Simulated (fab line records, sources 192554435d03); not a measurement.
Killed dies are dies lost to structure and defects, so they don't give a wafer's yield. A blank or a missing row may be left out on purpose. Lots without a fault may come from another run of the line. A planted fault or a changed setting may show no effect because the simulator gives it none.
Which tool did it? | flow n5_finfet | 10 lots, 30 wafers sampled, at 5 steps of a route of 1938

WHAT THE GAUGES READ, wafer by wafer
The record holds no reading of a measuring or inspecting step that can be judged against a usual standard deviation.

WHICH TOOL RAN EACH LOT (tool, then ch and the chambers of the sampled wafers, then the start)
lot  | N5_BEOL_M5_STRIP_91                | N5_MIM_TOP_LITHO_DESCUM_10         | N5_PASSIVATION_ETCH_15                        | N5_PASSIVATION_PRE_CLEAN_19  | N5_PASSIVATION_PROBE_49
L136 | rie_diel-06 ch 0,1,3, day 8 13:58  | rie_diel-04 ch 1,3, day 11 22:47   | rie_diel-02 ch 0,1,3, day 12 04:09 or earlier | pvd_sputter-01, day 12 04:09 | prober-01, day 12 09:40
L137 | rie_diel-06 ch 0,1,2, day 9 02:35  | rie_diel-01 ch 2,3, day 13 00:47   | rie_diel-05 ch 0,2,3, day 13 03:58 or earlier | pvd_sputter-01, day 13 03:58 | prober-02, day 13 09:38
L139 | rie_diel-06 ch 0,1,3, day 9 08:55  | rie_diel-04 ch 0,3, day 12 18:04   | rie_diel-06 ch 1,2,3, day 13 00:37 or earlier | pvd_sputter-02, day 13 00:37 | -
L138 | rie_diel-05 ch 0,1,2, day 9 09:19  | rie_diel-01 ch 2,3, day 13 16:41   | rie_diel-06 ch 0,3, day 13 21:55 or earlier   | pvd_sputter-03, day 13 21:55 | -
L145 | rie_diel-06 ch 2,3, day 11 02:04   | rie_diel-03 ch 0,2, day 14 18:11   | rie_diel-06 ch 0,1,2, day 14 21:59 or earlier | pvd_sputter-01, day 14 21:59 | prober-02, day 15 04:40
L148 | rie_diel-06 ch 0,1,3, day 12 03:37 | rie_diel-01 ch 0,1,2, day 15 15:21 | rie_diel-02 ch 0,2,3, day 15 22:04 or earlier | pvd_sputter-01, day 15 22:04 | prober-02, day 16 03:43
L152 | rie_diel-02 ch 1,2,3, day 12 06:56 | rie_diel-04 ch 0,1,2, day 15 19:10 | rie_diel-05 ch 0,1, day 16 03:06 or earlier   | pvd_sputter-03, day 16 03:06 | prober-01, day 16 09:18
L156 | rie_diel-02 ch 0,2,3, day 14 22:16 | rie_diel-04 ch 0,1, day 18 14:49   | rie_diel-05 ch 1,3, day 18 20:24 or earlier   | pvd_sputter-03, day 18 20:24 | prober-02, day 19 02:49
L157 | rie_diel-06 ch 1,2, day 15 09:50   | rie_diel-04 ch 0,1, day 19 10:16   | rie_diel-02 ch 0,2,3, day 19 17:47 or earlier | pvd_sputter-02, day 19 17:47 | -
L158 | rie_diel-06 ch 0,1,3, day 15 13:27 | rie_diel-04 ch 1,2, day 19 09:00   | rie_diel-05 ch 0,1,2, day 19 17:46 or earlier | pvd_sputter-03, day 19 17:46 | -
- N5_BEOL_M5_STRIP_91: strips in N2/H2, time 10 s.
- N5_MIM_TOP_LITHO_DESCUM_10: chemistry O2, time 7.9 s.
- N5_PASSIVATION_ETCH_15: etches SiCN in CF4/N2, target depth 75 nm, time 81.2 s.
- N5_PASSIVATION_PRE_CLEAN_19
- N5_PASSIVATION_PROBE_49

WHAT THE TOOLS THEMSELVES READ (means of the sampled wafers that have a number; where no wafer has one, the mark that the record gives instead)
N5_BEOL_M5_STRIP_91. Usual: drypump_motor_current_A 6.1 A, standard deviation 0.48; n2_flow_sccm 200.0 sccm, standard deviation 0.62; oes_product_au 0.76 a.u., standard deviation 0.095; rf_vpp_V 59.0 V, standard deviation 0.78; showerhead_plenum_p_Torr 2.52 Torr, standard deviation 0.085; throttle_valve_pct 23.71 %, standard deviation 0.27.
lot  | tool        | drypump_motor_current_A (A) | n2_flow_sccm (sccm) | oes_product_au (a.u.) | rf_vpp_V (V) | showerhead_plenum_p_Torr (Torr) | throttle_valve_pct (%) | flag
L136 | rie_diel-06 | 6.0                         | 200.0               | 0.80                  | 59.0         | 2.55                            | 23.61                  |
L137 | rie_diel-06 | 6.3                         | 199.9               | 0.79                  | 59.0         | 2.48                            | 23.59                  |
L139 | rie_diel-06 | 5.9                         | 200.0               | 0.80                  | 59.9         | 2.55                            | 23.61                  |
L138 | rie_diel-05 | 6.2                         | 199.8               | 0.78                  | 59.2         | 2.51                            | 23.58                  |
L145 | rie_diel-06 | 6.3                         | 199.9               | 0.70                  | 59.7         | 2.47                            | 23.79                  |
L148 | rie_diel-06 | 5.9                         | 200.3               | 0.78                  | 58.7         | 2.55                            | 23.63                  |
L152 | rie_diel-02 | 6.0                         | 199.4               | 0.70                  | 59.2         | 2.52                            | 23.83                  |
L156 | rie_diel-02 | 6.3                         | 199.5               | 0.81                  | 59.0         | 2.48                            | 23.87                  |
L157 | rie_diel-06 | 6.1                         | 200.0               | 0.81                  | 59.1         | 2.53                            | 23.52                  |
L158 | rie_diel-06 | 5.9                         | 200.3               | 0.76                  | 59.2         | 2.54                            | 23.67                  |

N5_MIM_TOP_LITHO_DESCUM_10. Usual: drypump_motor_current_A 5.52 A, standard deviation 0.29; oes_product_au 0.83 a.u., standard deviation 0.085; rf_vpp_V 243.3 V, standard deviation 1.5; showerhead_plenum_p_Torr 2.10 Torr, standard deviation 0.088; throttle_valve_pct 20.26 %, standard deviation 0.24.
lot  | tool        | drypump_motor_current_A (A) | oes_product_au (a.u.) | rf_vpp_V (V) | showerhead_plenum_p_Torr (Torr) | throttle_valve_pct (%) | flag
L136 | rie_diel-04 | 5.67                        | 0.70                  | 242.1        | 2.00                            | 20.34                  |
L137 | rie_diel-01 | 5.60                        | 0.75                  | 241.8        | 1.99                            | 20.41                  |
L139 | rie_diel-04 | 5.42                        | 0.70                  | 242.2        | 2.06                            | 20.43                  |
L138 | rie_diel-01 | 5.59                        | 0.74                  | 241.9        | 1.99                            | 20.41                  |
L145 | rie_diel-03 | 5.53                        | 0.85                  | 244.2        | 2.15                            | 20.13                  |
L148 | rie_diel-01 | 5.58                        | 0.85                  | 243.2        | 2.11                            | 20.20                  |
L152 | rie_diel-04 | 5.61                        | 0.92                  | 243.4        | 2.10                            | 20.01                  |
L156 | rie_diel-04 | 5.78                        | 0.89                  | 243.8        | 2.15                            | 20.08                  |
L157 | rie_diel-04 | 5.77                        | 0.87                  | 244.0        | 2.15                            | 20.10                  |
L158 | rie_diel-04 | 5.57                        | 0.84                  | 243.8        | 2.09                            | 20.06                  |

N5_PASSIVATION_ETCH_15. Usual: drypump_motor_current_A 6.0 A, standard deviation 0.49; n2_flow_sccm 59.99 sccm, standard deviation 0.2; oes_product_au 0.79 a.u., standard deviation 0.11; rf_vpp_V 381.7 V, standard deviation 1.9; showerhead_plenum_p_Torr 2.19 Torr, standard deviation 0.07; throttle_valve_pct 15.44 %, standard deviation 0.27.
lot  | tool        | drypump_motor_current_A (A) | n2_flow_sccm (sccm) | oes_product_au (a.u.) | rf_vpp_V (V) | showerhead_plenum_p_Torr (Torr) | throttle_valve_pct (%) | flag
L136 | rie_diel-02 | 6.2                         | 60.07               | 0.72                  | 381.2        | 2.19                            | 15.60                  |
L137 | rie_diel-05 | 6.0                         | 60.00               | 0.83                  | 381.4        | 2.21                            | 15.25                  |
L139 | rie_diel-06 | 6.0                         | 60.04               | 0.72                  | 381.1        | 2.16                            | 15.57                  |
L138 | rie_diel-06 | 5.9                         | 59.89               | 0.75                  | 383.8        | 2.27                            | 15.53                  |
L145 | rie_diel-06 | 6.3                         | 60.20               | 0.85                  | 383.0        | 2.24                            | 15.27                  |
L148 | rie_diel-02 | 6.3                         | 59.97               | 0.80                  | 380.6        | 2.15                            | 15.54                  |
L152 | rie_diel-05 | 5.9                         | 60.10               | 0.78                  | 381.8        | 2.19                            | 15.34                  |
L156 | rie_diel-05 | 5.4                         | 60.06               | 0.95                  | 381.9        | 2.23                            | 15.27                  |
L157 | rie_diel-02 | 6.3                         | 60.00               | 0.77                  | 380.5        | 2.14                            | 15.58                  |
L158 | rie_diel-05 | 6.1                         | 59.92               | 0.86                  | 383.9        | 2.25                            | 15.23                  |

N5_PASSIVATION_PRE_CLEAN_19. Usual: heater_power_w 476 W, standard deviation 27.
lot  | tool           | heater_power_w (W) | flag
L136 | pvd_sputter-01 | 485                |
L137 | pvd_sputter-01 | 483                |
L139 | pvd_sputter-02 | 500                |
L138 | pvd_sputter-03 | 472                |
L145 | pvd_sputter-01 | 472                |
L148 | pvd_sputter-01 | 469                |
L152 | pvd_sputter-03 | 476                |
L156 | pvd_sputter-03 | 481                |
L157 | pvd_sputter-02 | 459                |
L158 | pvd_sputter-03 | 478                |

N5_PASSIVATION_PROBE_49. Usual: defect_limited_yield 91.3 %, standard deviation 1.4; killed_at_M0_to_M3 33, standard deviation 11; killed_at_M4_up 15, standard deviation 6.2; killed_at_contacts 13, standard deviation 6.5; killed_at_front_end 38, standard deviation 11; killed_at_other 3.4, standard deviation 2.6; killed_dies 102, standard deviation 17; killed_open 67, standard deviation 12; killed_short 34, standard deviation 7.9; sort_bin_5_function 5.1 %, standard deviation 0.88; sort_bin_6_memory 3.3 %, standard deviation 0.65; sort_bin_8_speed 0.00 %, standard deviation 0.0099; sort_n_pass 1078, standard deviation 17; sort_yield_pct 91.3 %, standard deviation 1.4.
lot  | tool      | defect_limited_yield (%) | killed_at_M0_to_M3 | killed_at_M4_up | killed_at_contacts | killed_at_front_end | killed_at_other | killed_dies | killed_open | killed_short | sort_bin_5_function (%) | sort_bin_6_memory (%) | sort_bin_8_speed (%) | sort_n_pass | sort_yield_pct (%) | flag
L136 | prober-01 | 92.4                     | 19                 | 13              | 25                 | 32                  | 0.3             | 89          | 59          | 30           | 4.9                     | 2.5                   | 0.00                 | 1091        | 92.4               |
L137 | prober-02 | 91.7                     | 38                 | 7               | 14                 | 36                  | 2.0             | 98          | 62          | 34           | 4.9                     | 3.1                   | 0.00                 | 1082        | 91.7               |
L145 | prober-02 | 87.4                     | 34                 | 44              | 9                  | 57                  | 4.0             | 148         | 67          | 41           | 7.2                     | 4.3                   | 0.00                 | 1032        | 87.4               | OFF
L148 | prober-02 | 89.0                     | 30                 | 41              | 7                  | 50                  | 2.3             | 130         | 62          | 35           | 6.5                     | 3.6                   | 0.03                 | 1050        | 89.0               | OFF
L152 | prober-01 | 91.5                     | 26                 | 14              | 8                  | 51                  | 2.0             | 101         | 61          | 38           | 5.1                     | 3.1                   | 0.00                 | 1079        | 91.5               |
L156 | prober-02 | 92.1                     | 24                 | 13              | 15                 | 31                  | 9.7             | 93          | 59          | 32           | 5.1                     | 2.4                   | 0.00                 | 1087        | 92.1               |

THE ANSWER, worked out from the rows above alone
Rule: a lot is off if the mean of its wafers that have a number lies more than 3 standard deviations from the usual mean. A lot without any number at a reading at which 4 lots or more have one is off too. The other lots that the step has rows for count as sound. The gauges are gone through in route order, then the tools' own readings, and for those a lot's mean is taken as printed above. The first step at which some lot is off is used, and at that step the reading that is off furthest; a lot without a number counts as furthest.
Off: L145, L148, at N5_PASSIVATION_PROBE_49 (killed_at_M4_up). Neither off nor sound, because the step has no rows for them: L139, L138, L157, L158.
A tool fits if, at that step or a process step before it, it ran every lot that is off, and no sound lot after the first of them. N5_PASSIVATION_ETCH_15 gives no start for some lots, so the hours and the order of its lots are those of N5_PASSIVATION_PRE_CLEAN_19. Can't be told from this: 2 tools fit, rie_diel-06 at N5_BEOL_M5_STRIP_91, pvd_sputter-01 at N5_PASSIVATION_PRE_CLEAN_19.

WHAT THE SIMULATOR HAD PUT IN
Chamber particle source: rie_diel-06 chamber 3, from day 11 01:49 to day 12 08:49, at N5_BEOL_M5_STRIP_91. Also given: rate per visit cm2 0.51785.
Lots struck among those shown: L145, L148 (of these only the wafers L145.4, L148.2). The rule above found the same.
